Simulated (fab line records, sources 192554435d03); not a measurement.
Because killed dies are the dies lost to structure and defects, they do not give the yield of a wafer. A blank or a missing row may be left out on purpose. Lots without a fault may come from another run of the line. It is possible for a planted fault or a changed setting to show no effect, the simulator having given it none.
fab line records | flow n5Finfet
record lots=7 | wafers=39
route steps=1938 shown BEOL_M6@1212 BEOL_M8@1348 BEOL_M11@1575 BEOL_M13@1705
startH: the number of hours between the record's first day and the start of the first shown wafer of the lot | waitH: time in hours since the lot's previous step | " repeats the value in the row above | L1.1+2: a single row standing in for several wafers | - no value present, or no start provided | * or withheld: withheld | < > ~ a bound
route shown NAME@n: names a module that has steps shown in the file, with the first one's number in the route | usual: mean and standard deviation over wafers with no fault | same: alike in all rows | chamber/n: place in a boat | sites: readings site by site | _std_site: standard deviation of those values | _edge_site: the outer-site mean with the inner-site mean subtracted | radiusMm: for every site, how far away it sits from the centre of the wafer | mask NAME#n: copy n | behind: the last tool/chamber to shape the wafer | hold: what put the lot on hold/how long, in hours/how the hold closed | device: the transistor (n, p or np) that didn't switch | end of line: tests run on the same wafers once the route is complete | a step without rows: its recipe alone | killed: not the wafer's yield, but the dies lost to structure and defects at the first sort | map: a wafer's dies, marking killed ones x, the rest . and places with no die _
set.NAME: the run value of the setting; set.NAME@STEP: its run value at that earlier step | model.NAME: the simulator's own value behind a step, which no gauge read
lots run with intentionally changed settings; tables by step, rows by wafer
## steps
# step N5_BEOL_M6_ETCH_62
# recipe chemistry=N2/H2 | target=SOC | targetDepthA=1100 | overetchA=220 | maskMaterial=SiARC | tempC=40 | timeS=165 | ionEnergyEv=200 | pressureMtorr=30 | sourceW=840 | biasW=150 | n2FlowSccm=200 | h2FlowSccm=200
lot.wafer | tool       | chamber | startH | waitH | set.timeS | model.etch.depthNm | model.SiARC_of_BEOL_M6_COAT_60.thkNm | model.BEOL_M6.cdOffsetNm
L077.1    | rieDiel-04 | 2       | 198.88 | 0.0   | 165       | 99.7               | 28.2                                 | 0
L077.2    | "          | 3       | "      | "     | 165       | 99.62              | 28.4                                 | 0
L077.3    | "          | 1       | "      | "     | 165       | 99.63              | 28                                   | 0.6
L077.4    | "          | 0       | "      | "     | 165       | 99.79              | 28.4                                 | -0.2
L077.5    | "          | 2       | "      | "     | 165       | 99.54              | 28.2                                 | 0
L077.6    | "          | 1       | "      | "     | 165       | 99.66              | 28                                   | 0.2
L079.1    | rieDiel-04 | 1       | 209.29 | 0.0   | 241.9     | 99.98              | 25                                   | 2
L079.2    | "          | 2       | "      | "     | 165       | 99.79              | 28.4                                 | -0.2
L079.3    | "          | 3       | "      | "     | 165       | 99.89              | 28.4                                 | 0.2
L079.4    | "          | 0       | "      | "     | 165       | 99.7               | 28.4                                 | -0.6
L079.5    | "          | 0       | "      | "     | 241.9     | 99.88              | 25.4                                 | 1
L079.6    | "          | 1       | "      | "     | 241.9     | 99.76              | 25                                   | 1.4
L082.1    | rieDiel-04 | 2       | 220.19 | 0.0   | 165       | 100.7              | 28.4                                 | 0.4
L082.2    | "          | 3       | "      | "     | 135.8     | 100.7              | 29.8                                 | -1
L082.3    | "          | 0       | "      | "     | 135.8     | 100.9              | 29.8                                 | 0
L082.4    | "          | 0       | "      | "     | 165       | 100.5              | 28.6                                 | 0.4
L082.5    | "          | 3       | "      | "     | 165       | 100.6              | 28.6                                 | 0.2
L082.6    | "          | 2       | "      | "     | 135.8     | 100.6              | 29.8                                 | -0.2
L084.1    | rieDiel-01 | 0       | 240.40 | 0.0   | 165       | 100.3              | 28.2                                 | 0.2
L084.2    | "          | 1       | "      | "     | 254.2     | 100.1              | 24.8                                 | 1.8
L084.3    | "          | 3       | "      | "     | 165       | 100.1              | 28.2                                 | 0.2
L084.4    | "          | 0       | "      | "     | 165       | 100.1              | 28.2                                 | -0.4
L084.5    | "          | 1       | "      | "     | 254.2     | 99.87              | 24.6                                 | 2
L084.6    | "          | 3       | "      | "     | 254.2     | 99.92              | 24.8                                 | 1.8
L090.1    | rieDiel-05 | 1       | 271.94 | 0.0   | 118.5     | 93.86              | 30.4                                 | -0.2
L090.2    | "          | 3       | "      | "     | 165       | 99.73              | 28.8                                 | 0.2
L090.3    | "          | 2       | "      | "     | 165       | 99.76              | 28.8                                 | 0.2
L090.4    | "          | 0       | "      | "     | 165       | 100.1              | 28.4                                 | -0.2
L090.5    | "          | 2       | "      | "     | 118.5     | 93.19              | 30.4                                 | -1.6
L090.6    | "          | 3       | "      | "     | 118.5     | 94.1               | 30.6                                 | -0.8
L095.1    | rieDiel-04 | 1       | 301.97 | 0.0   | 165       | 100.6              | 28.4                                 | 0.4
L095.2    | "          | 0       | "      | "     | 165       | 100.2              | 28                                   | -0.4
L095.3    | "          | 3       | "      | "     | 68.72     | 54.69              | 32.2                                 | -1.8
L095.4    | "          | 3       | "      | "     | 68.72     | 54.85              | 32.2                                 | -1.4
L095.5    | "          | 0       | "      | "     | 165       | 100.6              | 28                                   | 0.2
L095.6    | "          | 1       | "      | "     | 68.72     | 55.61              | 32.2                                 | -1.6
L097.2    | rieDiel-05 | 0       | 324.65 | 0.0   | 165       | 99.91              | 28.4                                 | 0.2
L097.4    | "          | 1       | "      | "     | 165       | 99.64              | 28.2                                 | 0.4
L097.6    | "          | 0       | "      | "     | 165       | 99.96              | 28.4                                 | -0.4
# step N5_BEOL_M6_STRIP_68
# recipe chemistry=N2/H2 | tempC=40 | n2FlowSccm=200 | h2FlowSccm=200 | rfFrequencyHz=6e+07
# step N5_BEOL_M6_STRIP_67
# recipe chemistry=CF4 | resist=SiARC | powerW=300 | biasPowerW=75 | pressureMtorr=50 | cf4FlowSccm=150 | rfFrequencyHz=6e+07
# step N5_BEOL_M6_HM_OPEN_17
# recipe chemistry=Cl2/BCl3 | targetDepthA=200 | overetchA=60 | target=TiN | maskMaterial=SOC | ionEnergyEv=150 | pressureMtorr=10 | icpW=1000 | biasW=126 | Cl2_flow_sccm=53.25 | bcl3FlowSccm=21.75 | Ar_flow_sccm=25
lot.wafer | tool        | chamber | startH | waitH | set.timeS@BEOL_M6_ETCH_62 | model.BEOL_M6.cdOffsetNm
L077.1+5  | rieMetal-02 | 1       | 199.07 | 0.0   | 165                       | 0
L077.2+6  | "           | 0       | "      | "     | 165                       | 0.2
L077.3    | "           | 1       | "      | "     | 165                       | 0.6
L077.4    | "           | 0       | "      | "     | 165                       | -0.2
L079.1    | rieMetal-02 | 1       | 209.48 | 0.0   | 241.9                     | 2
L079.2    | "           | 0       | "      | "     | 165                       | -0.2
L079.3    | "           | 0       | "      | "     | 165                       | 0.2
L079.4    | "           | 1       | "      | "     | 165                       | -0.6
L079.5    | "           | 1       | "      | "     | 241.9                     | 1
L079.6    | "           | 0       | "      | "     | 241.9                     | 1.4
L082.1+4  | rieMetal-02 | 0       | 220.37 | 0.0   | 165                       | 0.4
L082.2    | "           | 1       | "      | "     | 135.8                     | -1
L082.3    | "           | 1       | "      | "     | 135.8                     | 0
L082.5    | "           | 0       | "      | "     | 165                       | 0.2
L082.6    | "           | 1       | "      | "     | 135.8                     | -0.2
L084.1    | rieMetal-03 | 0       | 240.59 | 0.0   | 165                       | 0.4
L084.2+6  | "           | 1,0     | "      | "     | 254.2                     | 1.8
L084.3    | "           | 0       | "      | "     | 165                       | 0.2
L084.4    | "           | 1       | "      | "     | 165                       | -0.4
L084.5    | "           | 1       | "      | "     | 254.2                     | 2
L090.1    | rieMetal-01 | 0       | 272.12 | 0.0   | 118.5                     | -0.2
L090.2+3  | "           | 1       | "      | "     | 165                       | 0.2
L090.4    | "           | 0       | "      | "     | 165                       | 0
L090.5    | "           | 1       | "      | "     | 118.5                     | -1.6
L090.6    | "           | 0       | "      | "     | 118.5                     | -0.6
L095.1    | rieMetal-02 | 1       | 302.16 | 0.0   | 165                       | 0.4
L095.2    | "           | 1       | "      | "     | 165                       | -0.6
L095.3+6  | "           | 1       | "      | "     | 68.72                     | -1.8
L095.4    | "           | 1       | "      | "     | 68.72                     | -1.4
L095.5    | "           | 1       | "      | "     | 165                       | 0.2
L097.2    | rieMetal-02 | 1       | 324.87 | 0.1   | 165                       | 0.2
L097.4    | "           | 1       | "      | "     | 165                       | 0.6
L097.6    | "           | 1       | "      | "     | 165                       | -0.4
# step N5_BEOL_M6_STRIP_19
# recipe chemistry=O2 | powerW=400 | tempC=40 | pressureMtorr=30 | rfFrequencyHz=6e+07 | biasPowerW=0 | overashFraction=0.2 | o2FlowSccm=225
# step N5_BEOL_M6_CD_MEAS_18
# recipe pitchNm=80 | targetCdNm=40
# usual cdNm=40.1/0.45
lot.wafer | tool     | chamber | startH | waitH | set.timeS@BEOL_M6_ETCH_62 | cdNm
L077.1    | cdSem-01 | -       | 199.25 | 0.0   | 165                       | 40.0
L077.2    | "        | -       | "      | "     | 165                       | 40.1
L077.3    | "        | -       | "      | "     | 165                       | 40.0
L077.4    | "        | -       | "      | "     | 165                       | 40.0
L077.5    | "        | -       | "      | "     | 165                       | 39.9
L077.6    | "        | -       | "      | "     | 165                       | 40.3
L079.1    | cdSem-01 | -       | 209.87 | 0.0   | 241.9                     | 42.4
L079.2    | "        | -       | "      | "     | 165                       | 40.0
L079.3    | "        | -       | "      | "     | 165                       | 40.6
L079.4    | "        | -       | "      | "     | 165                       | 39.3
L079.5    | "        | -       | "      | "     | 241.9                     | 41.2
L079.6    | "        | -       | "      | "     | 241.9                     | 41.8
L082.1    | cdSem-01 | -       | 220.55 | 0.0   | 165                       | 40.4
L082.2    | "        | -       | "      | "     | 135.8                     | 39.0
L082.3    | "        | -       | "      | "     | 135.8                     | 40.0
L082.4    | "        | -       | "      | "     | 165                       | 40.2
L082.5    | "        | -       | "      | "     | 165                       | 40.2
L082.6    | "        | -       | "      | "     | 135.8                     | 40.0
L084.1    | cdSem-01 | -       | 240.83 | 0.0   | 165                       | 40.0
L084.2    | "        | -       | "      | "     | 254.2                     | 41.8
L084.3    | "        | -       | "      | "     | 165                       | 40.4
L084.4    | "        | -       | "      | "     | 165                       | 39.5
L084.5    | "        | -       | "      | "     | 254.2                     | 42.0
L084.6    | "        | -       | "      | "     | 254.2                     | 41.7
L090.1    | cdSem-03 | -       | 272.30 | 0.0   | 118.5                     | -
L090.2    | "        | -       | "      | "     | 165                       | 40.4
L090.3    | "        | -       | "      | "     | 165                       | 40.3
L090.4    | "        | -       | "      | "     | 165                       | 39.9
L090.5    | "        | -       | "      | "     | 118.5                     | -
L090.6    | "        | -       | "      | "     | 118.5                     | -
L095.1    | cdSem-01 | -       | 302.84 | 0.0   | 165                       | 40.3
L095.2    | "        | -       | "      | "     | 165                       | 39.5
L095.3    | "        | -       | "      | "     | 68.72                     | -
L095.4    | "        | -       | "      | "     | 68.72                     | -
L095.5    | "        | -       | "      | "     | 165                       | 39.9
L095.6    | "        | -       | "      | "     | 68.72                     | -
L097.2    | cdSem-01 | -       | 325.15 | 0.1   | 165                       | 39.9
L097.4    | "        | -       | "      | "     | 165                       | 40.4
L097.6    | "        | -       | "      | "     | 165                       | 39.9
# step N5_BEOL_M6_COAT_63
# recipe resist=SOC | tempC=250 | timeS=60 | spinRpm=1500 | resistThkNm=60
# step N5_BEOL_M6_COAT_64
# recipe resist=SiARC | tempC=220 | timeS=60 | spinRpm=1500 | resistThkNm=12
# step N5_BEOL_M6_PRECLEAN_42
# recipe chemistry=residueRemover | timeS=60 | tempC=40
# step N5_BEOL_M6_SRD_43
# recipe timeS=30 | tempC=23 | rinseLiquid=diw | dry=ipaMarangoni
# step N5_BEOL_M6_CD_MEAS_35
# recipe targetCdNm=40 | targetCdYNm=28 | polarity=opening
# usual cdNm=40.1/0.48
lot.wafer | tool     | chamber | startH | waitH | set.timeS@BEOL_M6_ETCH_62 | cdNm
L077.1    | cdSem-02 | -       | 200.44 | 0.0   | 165                       | 39.8
L077.2    | "        | -       | "      | "     | 165                       | 40.1
L077.3    | "        | -       | "      | "     | 165                       | 40.5
L077.4    | "        | -       | "      | "     | 165                       | 40.0
L077.5    | "        | -       | "      | "     | 165                       | 40.0
L077.6    | "        | -       | "      | "     | 165                       | 40.1
L079.1    | cdSem-01 | -       | 211.18 | 0.0   | 241.9                     | 42.1
L079.2    | "        | -       | "      | "     | 165                       | 39.4
L079.3    | "        | -       | "      | "     | 165                       | 40.3
L079.4    | "        | -       | "      | "     | 165                       | 39.5
L079.5    | "        | -       | "      | "     | 241.9                     | 41.3
L079.6    | "        | -       | "      | "     | 241.9                     | 41.5
L082.1    | cdSem-03 | -       | 222.18 | 0.0   | 165                       | 40.2
L082.2    | "        | -       | "      | "     | 135.8                     | 39.0
L082.3    | "        | -       | "      | "     | 135.8                     | 40.0
L082.4    | "        | -       | "      | "     | 165                       | 40.3
L082.5    | "        | -       | "      | "     | 165                       | 39.8
L082.6    | "        | -       | "      | "     | 135.8                     | 40.0
L084.1    | cdSem-02 | -       | 242.92 | 0.0   | 165                       | 40.3
L084.2    | "        | -       | "      | "     | 254.2                     | 42.0
L084.3    | "        | -       | "      | "     | 165                       | 40.4
L084.4    | "        | -       | "      | "     | 165                       | 39.6
L084.5    | "        | -       | "      | "     | 254.2                     | 42.2
L084.6    | "        | -       | "      | "     | 254.2                     | 42.2
L090.1    | cdSem-03 | -       | 273.54 | 0.0   | 118.5                     | -
L090.2    | "        | -       | "      | "     | 165                       | 40.2
L090.3    | "        | -       | "      | "     | 165                       | 39.8
L090.4    | "        | -       | "      | "     | 165                       | 40.0
L090.5    | "        | -       | "      | "     | 118.5                     | -
L090.6    | "        | -       | "      | "     | 118.5                     | -
L095.1    | cdSem-02 | -       | 305.18 | 0.0   | 165                       | 40.6
L095.2    | "        | -       | "      | "     | 165                       | 39.2
L095.3    | "        | -       | "      | "     | 68.72                     | -
L095.4    | "        | -       | "      | "     | 68.72                     | -
L095.5    | "        | -       | "      | "     | 165                       | 40.1
L095.6    | "        | -       | "      | "     | 68.72                     | -
L097.2    | cdSem-03 | -       | 326.76 | 0.0   | 165                       | 40.0
L097.4    | "        | -       | "      | "     | 165                       | 40.5
L097.6    | "        | -       | "      | "     | 165                       | 39.6
# step N5_BEOL_M8_DESCUM_16
# recipe chemistry=O2 | timeS=7.9 | sourcePowerW=50 | biasPowerW=20 | pressureMtorr=20 | rfFrequencyHz=2.712e+07 | tempC=40 | resist=CAR-ArF | o2FlowSccm=225
lot.wafer  | tool       | chamber | startH | waitH | set.timeS | model.CAR-ArF_of_BEOL_M8_COAT_05.thkNm
L077.1+3+4 | rieDiel-04 | 0,3,0   | 212.12 | 0.2   | 7.9       | 83.8
L077.2     | "          | 1       | "      | "     | 7.9       | 83.4
L077.5+6   | "          | 3,1     | "      | "     | 7.9       | 83.6
L079.1+5   | rieDiel-04 | 0,2     | 225.41 | 0.2   | 3.83      | 85.8
L079.2+4+6 | "          | 2,3,1   | "      | "     | 7.9       | 83.4
L079.3     | "          | 1       | "      | "     | 3.83      | 86.4
L082.1     | rieDiel-05 | 1       | 234.11 | 0.0   | 7.9       | 84.4
L082.2     | "          | 3       | "      | "     | 7.9       | 84.2
L082.3     | "          | 2       | "      | "     | 7.9       | 84
L082.4     | "          | 0       | "      | "     | 12.12     | 81.6
L082.5     | "          | 3       | "      | "     | 12.12     | 81.2
L082.6     | "          | 2       | "      | "     | 12.12     | 81.4
L084.1+2   | rieDiel-01 | 2,0     | 258.24 | 0.2   | 7.9       | 83.2
L084.3     | "          | 1       | "      | "     | 5.182     | 85
L084.4     | "          | 3       | "      | "     | 7.9       | 83
L084.5+6   | "          | 2,1     | "      | "     | 5.182     | 84.8
L090.1     | rieDiel-04 | 0       | 285.57 | 0.0   | 3.513     | 86.4
L090.2+3   | "          | 1,2     | "      | "     | 3.513     | 86.2
L090.4+6   | "          | 0,2     | "      | "     | 7.9       | 83.8
L090.5     | "          | 1       | "      | "     | 7.9       | 83.4
L095.1     | rieDiel-01 | 0       | 315.39 | 0.1   | 7.9       | 83.2
L095.2+3   | "          | 1,2     | "      | "     | 7.9       | 83.4
L095.4     | "          | 3       | "      | "     | 3.902     | 86
L095.5+6   | "          | 3,0     | "      | "     | 3.902     | 85.6
L097.2+4   | rieDiel-04 | 3,1     | 342.14 | 0.0   | 7.9       | 83.4
L097.6     | "          | 2       | "      | "     | 7.9       | 83.6
# step N5_BEOL_M8_ETCH_61
# recipe chemistry=CF4 | target=SiARC | targetDepthA=455 | maskMaterial=CAR-ArF | timeS=75.8 | ionEnergyEv=80 | pressureMtorr=40 | sourceW=545 | biasW=36 | Ar_flow_sccm=100 | cf4FlowSccm=100 | ends=cleared
lot.wafer  | tool       | chamber | startH | waitH | set.timeS@BEOL_M8_DESCUM_16 | model.CAR-ArF_of_BEOL_M8_COAT_05.thkNm
L077.1+4   | rieDiel-04 | 0       | 212.16 | 0.0   | 7.9                         | 51.4
L077.2+5+6 | "          | 1,3,1   | "      | "     | 7.9                         | 51
L077.3     | "          | 3       | "      | "     | 7.9                         | 51.2
L079.1+5   | rieDiel-04 | 0,2     | 225.45 | 0.0   | 3.83                        | 53.2
L079.2     | "          | 2       | "      | "     | 7.9                         | 50.6
L079.3     | "          | 1       | "      | "     | 3.83                        | 53.8
L079.4+6   | "          | 3,1     | "      | "     | 7.9                         | 50.8
L082.1+2   | rieDiel-05 | 1,3     | 234.14 | 0.0   | 7.9                         | 51.4
L082.3     | "          | 2       | "      | "     | 7.9                         | 51.2
L082.4     | "          | 0       | "      | "     | 12.12                       | 48.8
L082.5     | "          | 3       | "      | "     | 12.12                       | 48.4
L082.6     | "          | 2       | "      | "     | 12.12                       | 48.6
L084.1+2+4 | rieDiel-01 | 2,0,3   | 258.27 | 0.0   | 7.9                         | 50.6
L084.3     | "          | 1       | "      | "     | 5.182                       | 52.4
L084.5+6   | "          | 2,1     | "      | "     | 5.182                       | 52.2
L090.1+2+3 | rieDiel-04 | 0,1,2   | 285.60 | 0.0   | 3.513                       | 53.6
L090.4+6   | "          | 0,2     | "      | "     | 7.9                         | 51
L090.5     | "          | 1       | "      | "     | 7.9                         | 50.6
L095.1     | rieDiel-01 | 0       | 315.43 | 0.0   | 7.9                         | 50.4
L095.2+3   | "          | 1,2     | "      | "     | 7.9                         | 50.6
L095.4     | "          | 3       | "      | "     | 3.902                       | 53.2
L095.5+6   | "          | 3,0     | "      | "     | 3.902                       | 52.8
L097.2+4   | rieDiel-04 | 3,1     | 342.18 | 0.0   | 7.9                         | 50.6
L097.6     | "          | 2       | "      | "     | 7.9                         | 50.8
# step N5_BEOL_M11_VIA_ETCH_34
# recipe chemistry=C4F6/O2 | target=SiCOH_lowk | targetDepthA=1845 | maskMaterial=SOC | taperDeg=4 | timeS=69.2 | ionEnergyEv=250 | pressureMtorr=30 | sourceW=345 | biasW=185 | Ar_flow_sccm=300 | C4F6_flow_sccm=10 | O2_flow_sccm=10
lot.wafer | tool       | chamber | startH | waitH | set.targetDepthA | model.etch.depthNm | model.SOC_of_BEOL_M11_COAT_63.thkNm
L077.1    | rieDiel-02 | 3       | 235.93 | 0.0   | 1291             | 133.9              | 94.4
L077.2    | "          | 1       | "      | "     | 1291             | 128.3              | 94.4
L077.3    | "          | 2       | "      | "     | 1845             | 182.5              | 92.4
L077.4    | "          | 0       | "      | "     | 1845             | 185.1              | 92.2
L077.5    | "          | 3       | "      | "     | 1291             | 133.1              | 94.6
L077.6    | "          | 2       | "      | "     | 1845             | 183.1              | 92.2
L079.1    | rieDiel-03 | 3       | 252.47 | 0.0   | 1845             | 188.6              | 91.8
L079.2    | "          | 0       | "      | "     | 1845             | 188.5              | 91.8
L079.3    | "          | 1       | "      | "     | 1845             | 180.8              | 92
L079.4    | "          | 2       | "      | "     | 1845             | 180.6              | 92.2
L079.5    | "          | 0       | "      | "     | 1845             | 187.7              | 91.8
L079.6    | "          | 1       | "      | "     | 1845             | 181.2              | 91.6
L082.1    | rieDiel-03 | 3       | 260.65 | 0.0   | 1544             | 158.3              | 93.2
L082.2    | "          | 2       | "      | "     | 1544             | 151.3              | 93.2
L082.3    | "          | 1       | "      | "     | 1845             | 182.7              | 91.8
L082.4    | "          | 0       | "      | "     | 1544             | 157.1              | 93.4
L082.5    | "          | 0       | "      | "     | 1845             | 186.6              | 92
L082.6    | "          | 3       | "      | "     | 1845             | 187.8              | 92
L084.1    | rieDiel-06 | 0       | 286.67 | 0.0   | 1845             | 187                | 91.8
L084.2    | "          | 2       | "      | "     | 1845             | 182.1              | 92
L084.3    | "          | 3       | "      | "     | 1845             | 183.9              | 91.8
L084.4    | "          | 1       | "      | "     | 752.6            | 76.23              | 96.8
L084.5    | "          | 3       | "      | "     | 752.6            | 74.29              | 97
L084.6    | "          | 2       | "      | "     | 752.6            | 74.8               | 96.8
L090.1    | rieDiel-06 | 1       | 307.11 | 0.0   | 1845             | 184.9              | 92
L090.2    | "          | 2       | "      | "     | 1845             | 181.4              | 92
L090.3    | "          | 0       | "      | "     | 2152             | 215                | 91
L090.4    | "          | 3       | "      | "     | 2152             | 211.5              | 91
L090.5    | "          | 3       | "      | "     | 1845             | 180.5              | 92.2
L090.6    | "          | 2       | "      | "     | 2152             | 213.9              | 90.4
L095.1    | rieDiel-06 | 2       | 345.18 | 0.0   | 1845             | 182.8              | 91.8
L095.2    | "          | 0       | "      | "     | 1845             | 187.1              | 91.6
L095.3    | "          | 3       | "      | "     | 1845             | 184.3              | 92
L095.4    | "          | 1       | "      | "     | 1845             | 185.8              | 91.8
L095.5    | "          | 1       | "      | "     | 1845             | 185.9              | 91.8
L095.6    | "          | 0       | "      | "     | 1845             | 185.1              | 91.8
L097.2    | rieDiel-06 | 0       | 368.86 | 0.0   | 1845             | 186.8              | 92.8
L097.4    | "          | 0       | "      | "     | 1845             | 186.7              | 92.4
L097.6    | "          | 1       | "      | "     | 1845             | 186.2              | 92.4
# step N5_BEOL_M13_SPUTTER_43
# recipe material=TaN | targetThkA=150 | tempC=50 | biasV=168.6 | powerW=15000 | chamberPressurePa=0.12 | timeS=24.19
lot.wafer  | tool          | chamber | startH | waitH | set.timeS | model.TaN_of_BEOL_M13_SPUTTER_43.thkNm
L077.1+2+5 | pvdSputter-03 | -       | 248.10 | 0.0   | 24.19     | 15
L077.3+4+6 | "             | -       | "      | "     | 24.19     | 15.2
L079.1     | pvdSputter-01 | -       | 262.51 | 0.0   | 24.19     | 15
L079.2     | "             | -       | "      | "     | 24.19     | 14.8
L079.3     | "             | -       | "      | "     | 24.19     | 15.2
L079.4+5+6 | "             | -       | "      | "     | 14.59     | 9
L082.1     | pvdSputter-02 | -       | 275.32 | 0.0   | 14.33     | 9
L082.2+5   | "             | -       | "      | "     | 14.33     | 8.8
L082.3+6   | "             | -       | "      | "     | 24.19     | 15
L082.4     | "             | -       | "      | "     | 24.19     | 14.8
L084.1     | pvdSputter-03 | -       | 304.71 | 0.0   | 24.19     | 14.6
L084.2     | "             | -       | "      | "     | 24.19     | 14.8
L084.3+4   | "             | -       | "      | "     | 29.1      | 17.8
L084.5     | "             | -       | "      | "     | 24.19     | 14.4
L084.6     | "             | -       | "      | "     | 29.1      | 17.6
L090.1+3+6 | pvdSputter-02 | -       | 322.54 | 0.0   | 24.19     | 15.2
L090.2+4+5 | "             | -       | "      | "     | 24.19     | 15
L095.1     | pvdSputter-02 | -       | 361.12 | 0.0   | 24.19     | 15
L095.2+4+5 | "             | -       | "      | "     | 28.03     | 17.4
L095.3+6   | "             | -       | "      | "     | 24.19     | 14.8
L097.2+6   | pvdSputter-02 | -       | 381.65 | 0.0   | 24.19     | 15
L097.4     | "             | -       | "      | "     | 24.19     | 15.2
# step N5_BEOL_M13_SPUTTER_44
# recipe material=Ta | targetThkA=100 | tempC=50 | biasV=80 | powerW=15000 | chamberPressurePa=0.07 | timeS=16.13
# step N5_BEOL_M13_SPUTTER_45
# recipe material=Cu | targetThkA=800 | tempC=-20 | biasV=60 | powerW=26000 | chamberPressurePa=0.13 | timeS=13.33
# step N5_BEOL_M13_ECD_47
# recipe material=Cu | targetThkA=9360
# step N5_BEOL_M13_ANNEAL_48
# recipe tempC=225 | timeS=90 | ambient=N2
# step N5_BEOL_M13_CMP_49
# recipe stopOn=SiOC | tOverpolishS=17.1 | downForcePsi=1 | platenRpm=50 | clearingPlatenDownForcePsi=1.5 | clearingPlatenRpm=50 | postCmpClean=cuAlkaline | targetThkNm=420 | clearingPlatenPadVelocityMS=0.99484 | padVelocityMS=0.99484
# usual barrierFieldEndpointS=30.2/0.67
lot.wafer | tool   | chamber | startH | waitH | set.timeS@BEOL_M13_SPUTTER_43 | barrierFieldEndpointS
L077.1    | cmp-02 | 0       | 248.83 | 0.3   | 24.19                         | 30.8
L077.4    | "      | 1       | "      | "     | 24.19                         | 31.6
L077.2    | "      | 2       | "      | "     | 24.19                         | 31.1
L077.3    | "      | 3       | "      | "     | 24.19                         | 31.3
L077.6    | "      | 0       | "      | "     | 24.19                         | 31.5
L077.5    | "      | 1       | "      | "     | 24.19                         | 30.6
L079.3    | cmp-01 | 1       | 265.61 | 0.2   | 24.19                         | 30.1
L079.4    | "      | 2       | "      | "     | 14.59                         | 22.5
L079.2    | "      | 3       | "      | "     | 24.19                         | 29.8
L079.1    | "      | 0       | "      | "     | 24.19                         | 30.3
L079.6    | "      | 1       | "      | "     | 14.59                         | 22.6
L079.5    | "      | 2       | "      | "     | 14.59                         | 22.7
L082.3    | cmp-03 | 3       | 276.53 | 0.2   | 24.19                         | 29.5
L082.2    | "      | 0       | "      | "     | 14.33                         | 22.5
L082.1    | "      | 1       | "      | "     | 14.33                         | 23.0
L082.4    | "      | 2       | "      | "     | 24.19                         | 30.0
L082.5    | "      | 3       | "      | "     | 14.33                         | 22.9
L082.6    | "      | 0       | "      | "     | 24.19                         | 29.8
L084.3    | cmp-02 | 3       | 305.46 | 0.2   | 29.1                          | 33.0
L084.2    | "      | 0       | "      | "     | 24.19                         | 29.6
L084.1    | "      | 1       | "      | "     | 24.19                         | 29.1
L084.4    | "      | 2       | "      | "     | 29.1                          | 33.5
L084.5    | "      | 3       | "      | "     | 24.19                         | 28.7
L084.6    | "      | 0       | "      | "     | 29.1                          | 33.5
L090.3    | cmp-02 | 2       | 324.46 | 0.2   | 24.19                         | 30.1
L090.4    | "      | 3       | "      | "     | 24.19                         | 29.8
L090.2    | "      | 0       | "      | "     | 24.19                         | 29.9
L090.1    | "      | 1       | "      | "     | 24.19                         | 29.6
L090.6    | "      | 2       | "      | "     | 24.19                         | 30.0
L090.5    | "      | 3       | "      | "     | 24.19                         | 30.3
L095.2    | cmp-02 | 3       | 361.90 | 0.2   | 28.03                         | 32.7
L095.1    | "      | 0       | "      | "     | 24.19                         | 29.7
L095.4    | "      | 1       | "      | "     | 28.03                         | 31.7
L095.3    | "      | 2       | "      | "     | 24.19                         | 29.5
L095.6    | "      | 3       | "      | "     | 24.19                         | 29.2
L095.5    | "      | 0       | "      | "     | 28.03                         | 32.7
L097.2    | cmp-01 | 1       | 382.68 | 0.4   | 24.19                         | 30.1
L097.4    | "      | 2       | "      | "     | 24.19                         | 31.0
L097.6    | "      | 3       | "      | "     | 24.19                         | 30.7
## key
split step=N5_BEOL_M6_ETCH_62 | setting=timeS | stated=165 | by=wafer
response step=N5_BEOL_M6_ETCH_62 | reading=model.etch.depthNm | shape=bent | atLowest=55.05 | atStated=100 | atHighest=99.96
response step=N5_BEOL_M6_ETCH_62 | reading=model.SiARC_of_BEOL_M6_COAT_60.thkNm | change=-0.0677 | per=1% | r=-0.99
response step=N5_BEOL_M6_ETCH_62 | reading=model.BEOL_M6.cdOffsetNm | change=+0.0328 | per=1% | r=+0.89
response step=N5_BEOL_M6_HM_OPEN_17 | reading=model.BEOL_M6.cdOffsetNm | change=+0.0324 | per=1% | r=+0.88
response step=N5_BEOL_M6_CD_MEAS_18 | reading=cdNm | change=+0.0362 | per=1% | r=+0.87
response step=N5_BEOL_M6_CD_MEAS_35 | reading=cdNm | change=+0.0379 | per=1% | r=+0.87
split step=N5_BEOL_M8_DESCUM_16 | setting=timeS | stated=7.9 | by=wafer
response step=N5_BEOL_M8_DESCUM_16 | reading=model.CAR-ArF_of_BEOL_M8_COAT_05.thkNm | change=-0.0494 | per=1% | r=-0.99
response step=N5_BEOL_M8_ETCH_61 | reading=model.CAR-ArF_of_BEOL_M8_COAT_05.thkNm | change=-0.0498 | per=1% | r=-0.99
split step=N5_BEOL_M11_VIA_ETCH_34 | setting=targetDepthA | stated=1845 | by=wafer
response step=N5_BEOL_M11_VIA_ETCH_34 | reading=model.etch.depthNm | change=+1.82 | per=1% | r=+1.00
response step=N5_BEOL_M11_VIA_ETCH_34 | reading=model.SOC_of_BEOL_M11_COAT_63.thkNm | change=-0.0818 | per=1% | r=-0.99
split step=N5_BEOL_M13_SPUTTER_43 | setting=timeS | stated=24.19 | by=wafer
response step=N5_BEOL_M13_SPUTTER_43 | reading=model.TaN_of_BEOL_M13_SPUTTER_43.thkNm | change=+0.151 | per=1% | r=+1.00
response step=N5_BEOL_M13_CMP_49 | reading=barrierFieldEndpointS | change=+0.182 | per=1% | r=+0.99
